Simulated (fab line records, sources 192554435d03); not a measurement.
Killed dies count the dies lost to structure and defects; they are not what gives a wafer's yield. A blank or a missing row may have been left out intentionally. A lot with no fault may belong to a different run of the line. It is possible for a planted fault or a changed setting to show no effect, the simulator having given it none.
Matching of chambers / flow n5-finfet / 4 sister chambers for N5_BEOL_M3_DESCUM_16 on rie-diel-02
The step chemistry O2, time 7 s. 8 wafers are shown with their chamber, then 7 later ones without.

== WAFERS, EACH WITH ITS CHAMBER ==
wafer=L078.3; chamber=1; throttle-valve-pct (%)=20.37; showerhead-plenum-p-Torr (Torr)=2.03
wafer=L077.5; chamber=1; throttle-valve-pct (%)=20.37; showerhead-plenum-p-Torr (Torr)=2.03
wafer=L082.5; chamber=3; throttle-valve-pct (%)=20.10; showerhead-plenum-p-Torr (Torr)=2.04
wafer=L085.1; chamber=2; throttle-valve-pct (%)=20.47; showerhead-plenum-p-Torr (Torr)=2.09
wafer=L085.4; chamber=0; throttle-valve-pct (%)=20.75; showerhead-plenum-p-Torr (Torr)=2.16
wafer=L085.5; chamber=3; throttle-valve-pct (%)=20.12; showerhead-plenum-p-Torr (Torr)=2.03
wafer=L086.1; chamber=0; throttle-valve-pct (%)=20.75; showerhead-plenum-p-Torr (Torr)=2.16
wafer=L086.2; chamber=2; throttle-valve-pct (%)=20.48; showerhead-plenum-p-Torr (Torr)=2.09

== WAFERS WITHOUT THEIR CHAMBER ==
wafer=L086.4; throttle-valve-pct (%)=20.40; showerhead-plenum-p-Torr (Torr)=2.02
wafer=L091.1; throttle-valve-pct (%)=20.76; showerhead-plenum-p-Torr (Torr)=2.16
wafer=L091.2; throttle-valve-pct (%)=20.14; showerhead-plenum-p-Torr (Torr)=2.03
wafer=L091.4; throttle-valve-pct (%)=20.47; showerhead-plenum-p-Torr (Torr)=2.09
wafer=L093.2; throttle-valve-pct (%)=20.41; showerhead-plenum-p-Torr (Torr)=2.02
wafer=L093.3; throttle-valve-pct (%)=20.77; showerhead-plenum-p-Torr (Torr)=2.16
wafer=L093.5; throttle-valve-pct (%)=20.48; showerhead-plenum-p-Torr (Torr)=2.09

== WHICH CHAMBER EACH ONE RAN IN ==
wafer=L086.4; from the rows above=1; in truth=1
wafer=L091.1; from the rows above=0; in truth=0
wafer=L091.2; from the rows above=3; in truth=3
wafer=L091.4; from the rows above=2; in truth=2
wafer=L093.2; from the rows above=1; in truth=1
wafer=L093.3; from the rows above=0; in truth=0
wafer=L093.5; from the rows above=2; in truth=2
Correctly placed: 7 of 7. Not placeable from these rows: 0. Number placed wrongly: 0.
How it was worked out, from the rows above alone: a wafer's distance from a chamber is the root of the sum, over the readings, of the square of ((its reading less the chamber's mean) divided by the reading's scatter). If the next closest chamber is less than 2 further off than the closest, the wafer can't be placed; otherwise it belongs to the closest. A chamber's mean is the mean of its shown wafers. How the scatter is found: for the shown wafers, subtract from each reading the mean of its chamber, square and add these, divide the total by (wafers less chambers), then take the root.
